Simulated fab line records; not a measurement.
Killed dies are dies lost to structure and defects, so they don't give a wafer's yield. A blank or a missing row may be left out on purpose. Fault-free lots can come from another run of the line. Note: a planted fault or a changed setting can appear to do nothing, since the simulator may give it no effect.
Chamber matching / flow n5-finfet / pecvd-04 running N5_GATE_CUT_HM_DEP_46: 3 sister chambers
The step deposits SiO2 from TEOS/O2, target thk 130 nm, time 26.6 s. 6 wafers are shown with their chamber, then 8 later ones without.

== EACH WAFER AND ITS CHAMBER ==
wafer=L089.4; chamber=1; throttle-valve-pct (%)=19.8; showerhead-plenum-p-Torr (Torr)=8.45
wafer=L089.5; chamber=0; throttle-valve-pct (%)=18.5; showerhead-plenum-p-Torr (Torr)=8.35
wafer=L092.1; chamber=1; throttle-valve-pct (%)=19.8; showerhead-plenum-p-Torr (Torr)=8.41
wafer=L092.2; chamber=2; throttle-valve-pct (%)=18.3; showerhead-plenum-p-Torr (Torr)=8.34
wafer=L092.3; chamber=0; throttle-valve-pct (%)=18.1; showerhead-plenum-p-Torr (Torr)=8.35
wafer=L093.3; chamber=2; throttle-valve-pct (%)=18.2; showerhead-plenum-p-Torr (Torr)=8.35

== WAFERS WHOSE CHAMBER IS MISSING ==
wafer=L093.4; throttle-valve-pct (%)=18.0; showerhead-plenum-p-Torr (Torr)=8.33
wafer=L093.6; throttle-valve-pct (%)=20.0; showerhead-plenum-p-Torr (Torr)=8.41
wafer=L095.2; throttle-valve-pct (%)=18.4; showerhead-plenum-p-Torr (Torr)=8.35
wafer=L095.3; throttle-valve-pct (%)=19.9; showerhead-plenum-p-Torr (Torr)=8.41
wafer=L095.4; throttle-valve-pct (%)=20.0; showerhead-plenum-p-Torr (Torr)=8.41
wafer=L096.2; throttle-valve-pct (%)=18.3; showerhead-plenum-p-Torr (Torr)=8.32
wafer=L096.4; throttle-valve-pct (%)=18.4; showerhead-plenum-p-Torr (Torr)=8.33
wafer=L096.6; throttle-valve-pct (%)=18.2; showerhead-plenum-p-Torr (Torr)=8.35

== THE CHAMBER EACH PASSED THROUGH ==
wafer=L093.4; from the rows above=can't be placed: 2 or 0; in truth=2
wafer=L093.6; from the rows above=1; in truth=1
wafer=L095.2; from the rows above=can't be placed: 0 or 2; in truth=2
wafer=L095.3; from the rows above=1; in truth=1
wafer=L095.4; from the rows above=1; in truth=1
wafer=L096.2; from the rows above=can't be placed: 2 or 0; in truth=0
wafer=L096.4; from the rows above=can't be placed: 2 or 0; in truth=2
wafer=L096.6; from the rows above=can't be placed: 2 or 0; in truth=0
3 of 8 placed correctly. From these rows, 5 cannot be placed; in 5 the true chamber is one of the candidates. Placed wrongly: 0.
How it was worked out, from the rows above alone: a wafer's distance from a chamber is the root of the sum, over the readings, of the square of ((its reading less the chamber's mean) divided by the reading's scatter). The wafer belongs to the nearest chamber; if the next one is less than 2 further off, it can't be placed. Each chamber's mean is taken over the wafers shown for it. How the scatter is found: for the shown wafers, subtract from each reading the mean of its chamber, square and add these, divide the total by (wafers less chambers), then take the root.
